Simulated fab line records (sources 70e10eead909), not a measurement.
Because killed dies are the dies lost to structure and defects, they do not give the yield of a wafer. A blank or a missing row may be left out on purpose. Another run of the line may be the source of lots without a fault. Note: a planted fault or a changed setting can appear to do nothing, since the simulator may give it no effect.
Which tool was responsible? -- flow nand_harc -- Sampling: 14 lots, 42 wafers, 4 of 1159 route steps

## WHAT EACH GAUGE READ, for each wafer
The record holds no reading of a measuring or inspecting step that can be judged against a usual standard deviation.

## EACH LOT AND THE TOOL THAT RAN IT (in order: tool; ch and the chambers of the sampled wafers; start)
lot,NHARC_P_M2_DEP_33,NHARC_P_BONDPAD_STRIP_15,NHARC_P_BONDPAD_PRE_CLEAN_26,NHARC_P_BONDPAD_PVD_17
L501,"pecvd-01 ch 0,1,2, day 6 02:25","rie_diel-02 ch 0,3, day 6 04:49","pvd_sputter-01, day 6 05:31 or earlier","pvd_sputter-01, day 6 05:31"
L504,"pecvd-01 ch 1,2, day 6 17:46","rie_diel-02 ch 0,3, day 6 20:02","pvd_sputter-01, day 6 20:42 or earlier","pvd_sputter-01, day 6 20:42"
L505,"pecvd-02 ch 0,1,2, day 7 03:46","rie_diel-02 ch 0,1,3, day 7 06:03","pvd_sputter-01, day 7 06:43 or earlier","pvd_sputter-01, day 7 06:43"
L506,"pecvd-02 ch 0,2, day 7 04:17","rie_diel-02 ch 0,1,2, day 7 06:40","pvd_sputter-03, day 7 07:20 or earlier","pvd_sputter-03, day 7 07:20"
L507,"pecvd-01 ch 0,1, day 7 21:33","rie_diel-02 ch 0,1,3, day 7 23:43","pvd_sputter-03, day 8 00:20 or earlier","pvd_sputter-03, day 8 00:20"
L508,"pecvd-03 ch 0,1, day 7 22:55","rie_diel-02 ch 0,1,3, day 8 01:09","pvd_sputter-03, day 8 01:49 or earlier","pvd_sputter-03, day 8 01:49"
L509,"pecvd-02 ch 0,1,2, day 8 06:41","rie_diel-02 ch 0,1,2, day 8 08:46","pvd_sputter-02, day 8 09:23 or earlier","pvd_sputter-02, day 8 09:23"
L510,"pecvd-01 ch 1,2, day 9 00:40","rie_diel-02 ch 0,2, day 9 02:50","pvd_sputter-03, day 9 03:32 or earlier","pvd_sputter-03, day 9 03:32"
L512,"pecvd-01 ch 1,2, day 9 09:02","rie_diel-02 ch 2,3, day 9 11:25","pvd_sputter-03, day 9 12:08 or earlier","pvd_sputter-03, day 9 12:08"
L511,"pecvd-01 ch 0,1,2, day 9 14:01","rie_diel-13 ch 0,2,3, day 9 16:18","pvd_sputter-03, day 9 16:59 or earlier","pvd_sputter-03, day 9 16:59"
L515,"pecvd-02 ch 0,1, day 9 14:40","rie_diel-02 ch 0,2, day 9 17:03","pvd_sputter-03, day 9 17:50 or earlier","pvd_sputter-03, day 9 17:50"
L513,"pecvd-03 ch 0,2, day 9 16:16","rie_diel-02 ch 0,3, day 9 18:34","pvd_sputter-01, day 9 19:17 or earlier","pvd_sputter-01, day 9 19:17"
L524,"pecvd-03 ch 1,2, day 11 18:46","rie_diel-02 ch 1,2, day 11 20:53","pvd_sputter-02, day 11 21:34 or earlier","pvd_sputter-02, day 11 21:34"
L523,"pecvd-01 ch 0,1,2, day 11 19:20","rie_diel-13 ch 0,2,3, day 11 21:36","pvd_sputter-03, day 11 22:16 or earlier","pvd_sputter-03, day 11 22:16"
- NHARC_P_M2_DEP_33: deposits SiCN, target thk 30 nm.
- NHARC_P_BONDPAD_STRIP_15: strips in O2.
- NHARC_P_BONDPAD_PRE_CLEAN_26: time 30 s.
- NHARC_P_BONDPAD_PVD_17: deposits TaN, target thk 5 nm, time 8.06 s.

## AS READ BY THE TOOLS THEMSELVES (means over the sampled wafers that have a number; for cases with no such wafer, the mark the record gives instead)
NHARC_P_M2_DEP_33.
lot,tool,heater_power_w (W),showerhead_vpp_V (V)
L501,pecvd-01,621,1282
L504,pecvd-01,564,1300
L505,pecvd-02,485,1293
L506,pecvd-02,526,1276
L507,pecvd-01,559,1254
L508,pecvd-03,541,1380
L509,pecvd-02,496,1295
L510,pecvd-01,609,1282
L512,pecvd-01,554,1275
L511,pecvd-01,632,1284
L515,pecvd-02,446,1305
L513,pecvd-03,602,1324
L524,pecvd-03,598,1352
L523,pecvd-01,624,1289

NHARC_P_BONDPAD_STRIP_15.
lot,tool,drypump_motor_current_A (A),oes_product_au (a.u.),rf_vpp_V (V),showerhead_plenum_p_Torr (Torr),throttle_valve_pct (%)
L501,rie_diel-02,5.8,1.012,58.1,3.68,17.042
L504,rie_diel-02,5.5,0.995,58.4,3.67,17.037
L505,rie_diel-02,5.9,1.001,57.9,3.55,17.030
L506,rie_diel-02,5.9,0.991,57.2,3.44,17.037
L507,rie_diel-02,5.9,0.985,58.2,3.55,17.032
L508,rie_diel-02,6.0,0.988,58.3,3.55,17.035
L509,rie_diel-02,5.9,0.985,56.8,3.44,17.041
L510,rie_diel-02,5.7,0.982,57.5,3.45,17.039
L512,rie_diel-02,6.0,1.000,57.6,3.58,17.034
L511,rie_diel-13,5.7,1.004,58.1,3.74,17.037
L515,rie_diel-02,5.5,0.996,58.2,3.55,17.045
L513,rie_diel-02,5.5,0.991,58.2,3.66,17.035
L524,rie_diel-02,6.3,0.991,57.0,3.32,17.036
L523,rie_diel-13,5.7,1.004,57.2,3.73,17.046

NHARC_P_BONDPAD_PRE_CLEAN_26.
lot,tool,heater_power_w (W)
L501,pvd_sputter-01,399
L504,pvd_sputter-01,410
L505,pvd_sputter-01,396
L506,pvd_sputter-03,396
L507,pvd_sputter-03,402
L508,pvd_sputter-03,396
L509,pvd_sputter-02,382
L510,pvd_sputter-03,406
L512,pvd_sputter-03,401
L511,pvd_sputter-03,381
L515,pvd_sputter-03,412
L513,pvd_sputter-01,419
L524,pvd_sputter-02,400
L523,pvd_sputter-03,401

NHARC_P_BONDPAD_PVD_17.
lot,tool,bias_v (V),cathode_dc_power_W (W),throttle_valve_pct (%)
L501,pvd_sputter-01,169.8,14999,29.7
L504,pvd_sputter-01,168.9,15001,29.4
L505,pvd_sputter-01,168.5,14999,30.1
L506,pvd_sputter-03,169.1,15000,29.4
L507,pvd_sputter-03,167.7,15001,30.7
L508,pvd_sputter-03,169.0,15002,30.0
L509,pvd_sputter-02,168.9,14998,30.3
L510,pvd_sputter-03,169.0,14998,30.6
L512,pvd_sputter-03,170.1,15000,30.0
L511,pvd_sputter-03,168.9,15003,30.3
L515,pvd_sputter-03,-,-,-
L513,pvd_sputter-01,-,-,-
L524,pvd_sputter-02,167.9,14999,32.0
L523,pvd_sputter-03,168.7,15002,30.3

## THE ANSWER, worked out from the rows above alone
Rule: the usual values come from the lots themselves. The widest of any qualifying gaps counts: lots, ordered by their means at a reading, are off when they make up no more than a third of the lots, leave a main group of 4 or more, and stand apart from it by 3 or more times the standard deviation of that group's means. Not used: any main group whose means are identical at the precision the tables above print for the reading. Also off: a lot with no number at a reading for which 4 or more lots have one. All remaining lots with rows at the step are treated as sound. First the gauges in route order, then the tools' own readings, where a lot's mean is used as printed above. The first step at which some lot is off is used, and at that step the reading that is off furthest; a lot without a number counts as furthest.
Off at NHARC_P_BONDPAD_PVD_17 (bias_v): L515, L513. Without a number there: L515, L513. The main group has a mean of 168.9 V with a standard deviation of 0.64.
If a tool, at that step or one of the process steps before it, ran each lot that is off and ran no sound lot following the first of them, it fits. NHARC_P_BONDPAD_PRE_CLEAN_26: start missing for some lots; hours and lot order therefore follow NHARC_P_BONDPAD_PVD_17. None of those tried fits.

## WHAT THE SIMULATOR PUT IN
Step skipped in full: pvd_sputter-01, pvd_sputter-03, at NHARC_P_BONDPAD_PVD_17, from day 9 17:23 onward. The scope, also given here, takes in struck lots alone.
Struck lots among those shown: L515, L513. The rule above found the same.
